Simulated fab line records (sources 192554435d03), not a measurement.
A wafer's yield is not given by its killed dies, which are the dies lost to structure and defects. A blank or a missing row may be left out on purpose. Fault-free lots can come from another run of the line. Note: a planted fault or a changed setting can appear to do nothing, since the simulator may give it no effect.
Chamber matching || flow n5 finfet || cvd co-01 running N5_MOL_CONTACT_COAG_CO_FILL_22: 3 sister chambers
The step material Co, precursor CCTBA/H2, target thk 20 nm. 45 wafers are shown with their chamber, then 12 later ones without.

== WAFERS, EACH WITH ITS CHAMBER ==
{"wafer": "L074.1", "chamber": 2, "heater power w (W)": 217}
{"wafer": "L074.2", "chamber": 0, "heater power w (W)": 224}
{"wafer": "L074.3", "chamber": 1, "heater power w (W)": 271}
{"wafer": "L075.1", "chamber": 2, "heater power w (W)": 221}
{"wafer": "L075.2", "chamber": 1, "heater power w (W)": 270}
{"wafer": "L075.3", "chamber": 0, "heater power w (W)": 219}
{"wafer": "L075.4", "chamber": 2, "heater power w (W)": 216}
{"wafer": "L075.5", "chamber": 1, "heater power w (W)": 277}
{"wafer": "L075.6", "chamber": 0, "heater power w (W)": 222}
{"wafer": "L077.1", "chamber": 1, "heater power w (W)": 275}
{"wafer": "L077.5", "chamber": 0, "heater power w (W)": 217}
{"wafer": "L077.6", "chamber": 2, "heater power w (W)": 223}
{"wafer": "L078.1", "chamber": 2, "heater power w (W)": 220}
{"wafer": "L078.2", "chamber": 0, "heater power w (W)": 224}
{"wafer": "L078.3", "chamber": 1, "heater power w (W)": 265}
{"wafer": "L079.1", "chamber": 1, "heater power w (W)": 270}
{"wafer": "L079.2", "chamber": 2, "heater power w (W)": 226}
{"wafer": "L079.3", "chamber": 0, "heater power w (W)": 215}
{"wafer": "L079.4", "chamber": 0, "heater power w (W)": 219}
{"wafer": "L079.5", "chamber": 1, "heater power w (W)": 272}
{"wafer": "L079.6", "chamber": 2, "heater power w (W)": 216}
{"wafer": "L080.1", "chamber": 0, "heater power w (W)": 226}
{"wafer": "L080.2", "chamber": 1, "heater power w (W)": 270}
{"wafer": "L080.3", "chamber": 2, "heater power w (W)": 217}
{"wafer": "L080.4", "chamber": 1, "heater power w (W)": 276}
{"wafer": "L080.5", "chamber": 0, "heater power w (W)": 221}
{"wafer": "L080.6", "chamber": 2, "heater power w (W)": 220}
{"wafer": "L084.1", "chamber": 2, "heater power w (W)": 222}
{"wafer": "L084.3", "chamber": 0, "heater power w (W)": 222}
{"wafer": "L084.6", "chamber": 1, "heater power w (W)": 274}
{"wafer": "L086.1", "chamber": 0, "heater power w (W)": 223}
{"wafer": "L086.2", "chamber": 2, "heater power w (W)": 221}
{"wafer": "L086.3", "chamber": 1, "heater power w (W)": 270}
{"wafer": "L086.4", "chamber": 0, "heater power w (W)": 223}
{"wafer": "L086.5", "chamber": 1, "heater power w (W)": 273}
{"wafer": "L086.6", "chamber": 2, "heater power w (W)": 216}
{"wafer": "L089.1", "chamber": 0, "heater power w (W)": 224}
{"wafer": "L089.3", "chamber": 1, "heater power w (W)": 272}
{"wafer": "L089.6", "chamber": 2, "heater power w (W)": 219}
{"wafer": "L091.1", "chamber": 0, "heater power w (W)": 226}
{"wafer": "L091.5", "chamber": 0, "heater power w (W)": 228}
{"wafer": "L091.6", "chamber": 1, "heater power w (W)": 268}
{"wafer": "L090.1", "chamber": 0, "heater power w (W)": 219}
{"wafer": "L090.3", "chamber": 1, "heater power w (W)": 268}
{"wafer": "L090.5", "chamber": 0, "heater power w (W)": 220}

SIGNATURES (averages over the wafers above)
{"reading": "heater power w", "chamber 0": 221.88, "chamber 1": 271.40, "chamber 2": 219.54, "scatter within a chamber": 3.28}
Rule: distance of a wafer from a chamber = root of the sum over the readings of ((wafer's reading minus chamber's mean) / reading's scatter) squared. The wafer belongs to the nearest chamber; if the next one is less than 2 further off, it can't be placed. The scatter is the square root of a quotient: the sum, over the shown wafers, of each reading's squared deviation from its chamber's mean, divided by wafers minus chambers.

== WAFERS MISSING THEIR CHAMBER ==
{"wafer": "L093.3", "heater power w (W)": 227}
{"wafer": "L093.5", "heater power w (W)": 224}
{"wafer": "L093.6", "heater power w (W)": 267}
{"wafer": "L094.2", "heater power w (W)": 220}
{"wafer": "L094.4", "heater power w (W)": 222}
{"wafer": "L094.6", "heater power w (W)": 279}
{"wafer": "L096.2", "heater power w (W)": 268}
{"wafer": "L096.4", "heater power w (W)": 268}
{"wafer": "L096.6", "heater power w (W)": 224}
{"wafer": "L097.3", "heater power w (W)": 271}
{"wafer": "L097.4", "heater power w (W)": 221}
{"wafer": "L097.5", "heater power w (W)": 266}

== EACH ONE'S CHAMBER ==
{"wafer": "L093.3", "from the rows above": "can't be placed: 0 or 2", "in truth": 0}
{"wafer": "L093.5", "from the rows above": "can't be placed: 0 or 2", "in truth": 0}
{"wafer": "L093.6", "from the rows above": 1, "in truth": 1}
{"wafer": "L094.2", "from the rows above": "can't be placed: 2 or 0", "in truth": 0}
{"wafer": "L094.4", "from the rows above": "can't be placed: 0 or 2", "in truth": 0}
{"wafer": "L094.6", "from the rows above": 1, "in truth": 1}
{"wafer": "L096.2", "from the rows above": 1, "in truth": 1}
{"wafer": "L096.4", "from the rows above": 1, "in truth": 1}
{"wafer": "L096.6", "from the rows above": "can't be placed: 0 or 2", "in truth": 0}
{"wafer": "L097.3", "from the rows above": 1, "in truth": 1}
{"wafer": "L097.4", "from the rows above": "can't be placed: 0 or 2", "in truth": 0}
{"wafer": "L097.5", "from the rows above": 1, "in truth": 1}
Correct placement for 6 of the 12. Cannot be placed on the basis of these rows: 6; the candidates contain the true chamber in 6. Number placed wrongly: 0.
